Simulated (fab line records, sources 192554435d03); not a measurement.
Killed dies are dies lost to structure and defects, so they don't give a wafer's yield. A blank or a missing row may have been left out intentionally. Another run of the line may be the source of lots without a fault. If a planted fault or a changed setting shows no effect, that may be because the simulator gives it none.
Chamber matching + flow n5_finfet + N5_MOL_CONTACT_COAG_ETCH_91 on rie_diel-02 has 4 sister chambers
The step etches SOC in N2/H2, target depth 60 nm, overetch 21 nm, time 101.2 s. 8 wafers are shown with their chamber, then 12 later ones without.

## WAFERS WITH THEIR CHAMBER
| wafer  | chamber | drypump_motor_current_A (A) | showerhead_plenum_p_Torr (Torr) |
|--------|---------|-----------------------------|---------------------------------|
| L076.5 | 3       | 5.2                         | 2.58                            |
| L079.2 | 3       | 5.2                         | 2.57                            |
| L080.5 | 0       | 4.9                         | 2.56                            |
| L083.3 | 0       | 4.9                         | 2.56                            |
| L087.3 | 2       | 6.4                         | 2.66                            |
| L087.4 | 1       | 5.0                         | 2.69                            |
| L087.5 | 2       | 6.3                         | 2.66                            |
| L087.6 | 1       | 5.0                         | 2.69                            |

## WAFERS MISSING THEIR CHAMBER
| wafer  | drypump_motor_current_A (A) | showerhead_plenum_p_Torr (Torr) |
|--------|-----------------------------|---------------------------------|
| L088.3 | 5.2                         | 2.57                            |
| L088.4 | 6.4                         | 2.66                            |
| L088.5 | 5.2                         | 2.57                            |
| L089.1 | 5.2                         | 2.57                            |
| L089.3 | 6.3                         | 2.66                            |
| L089.6 | 5.0                         | 2.69                            |
| L090.1 | 5.2                         | 2.56                            |
| L090.2 | 4.9                         | 2.56                            |
| L090.3 | 5.0                         | 2.69                            |
| L092.1 | 4.9                         | 2.55                            |
| L092.3 | 5.2                         | 2.56                            |
| L092.4 | 6.4                         | 2.66                            |

## THE CHAMBER EACH PASSED THROUGH
| wafer  | from the rows above | in truth |
|--------|---------------------|----------|
| L088.3 | 3                   | 3        |
| L088.4 | 2                   | 2        |
| L088.5 | 3                   | 3        |
| L089.1 | 3                   | 3        |
| L089.3 | 2                   | 2        |
| L089.6 | 1                   | 1        |
| L090.1 | 3                   | 3        |
| L090.2 | 0                   | 0        |
| L090.3 | 1                   | 1        |
| L092.1 | 0                   | 0        |
| L092.3 | 3                   | 3        |
| L092.4 | 2                   | 2        |
Correctly placed: 12 of 12. Number that these rows cannot place: 0. Number placed wrongly: 0.
How it was worked out, from the rows above alone: a wafer's distance from a chamber is the root of the sum, over the readings, of the square of ((its reading less the chamber's mean) divided by the reading's scatter). If the next closest chamber is less than 2 further off than the closest, the wafer can't be placed; otherwise it belongs to the closest. A chamber's mean is the mean of its shown wafers. The scatter: take each reading less its chamber's mean, square it, sum over the shown wafers, divide by the number of wafers less the number of chambers, and take the root.
